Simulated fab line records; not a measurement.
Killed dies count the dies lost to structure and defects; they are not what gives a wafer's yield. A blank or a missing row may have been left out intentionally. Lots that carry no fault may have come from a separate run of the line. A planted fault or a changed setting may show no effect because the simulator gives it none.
Matching of chambers	flow nand_harc	pecvd-04 running NHARC_A_M0_PRE_CLEAN_31: 3 sister chambers
The step time 12 s. 6 wafers are shown with their chamber, then 8 later ones without.

## WAFERS, EACH WITH ITS CHAMBER
wafer	chamber	heater_power_w (W)	susceptor_temp_C (C)
L076.3	2	691	369.93
L076.5	0	624	369.80
L079.3	2	594	369.53
L079.5	1	458	370.02
L079.6	0	556	369.86
L090.2	1	406	369.81

## WAFERS WHOSE CHAMBER IS MISSING
wafer	heater_power_w (W)	susceptor_temp_C (C)
L090.4	420	370.04
L090.5	590	369.71
L089.4	668	369.99
L089.5	605	369.72
L089.6	464	370.03
L095.3	575	369.80
L095.5	598	369.78
L095.6	388	370.32

## CHAMBER TAKEN BY EACH
wafer	from the rows above	in truth
L090.4	1	1
L090.5	can't be placed: 0 or 2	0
L089.4	can't be placed: 2 or 0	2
L089.5	can't be placed: 0 or 2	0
L089.6	can't be placed: 1 or 0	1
L095.3	can't be placed: 0 or 2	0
L095.5	can't be placed: 0 or 2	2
L095.6	1	1
Placed correctly: 2 of 8. These rows do not allow placing 6 (true chamber among the candidates in 6). Placed wrongly: 0.
How it was worked out, from the rows above alone: a wafer's distance from a chamber is the root of the sum, over the readings, of the square of ((its reading less the chamber's mean) divided by the reading's scatter). If the next closest chamber is less than 2 further off than the closest, the wafer can't be placed; otherwise it belongs to the closest. Each chamber's mean is taken over the wafers shown for it. How the scatter is found: for the shown wafers, subtract from each reading the mean of its chamber, square and add these, divide the total by (wafers less chambers), then take the root.
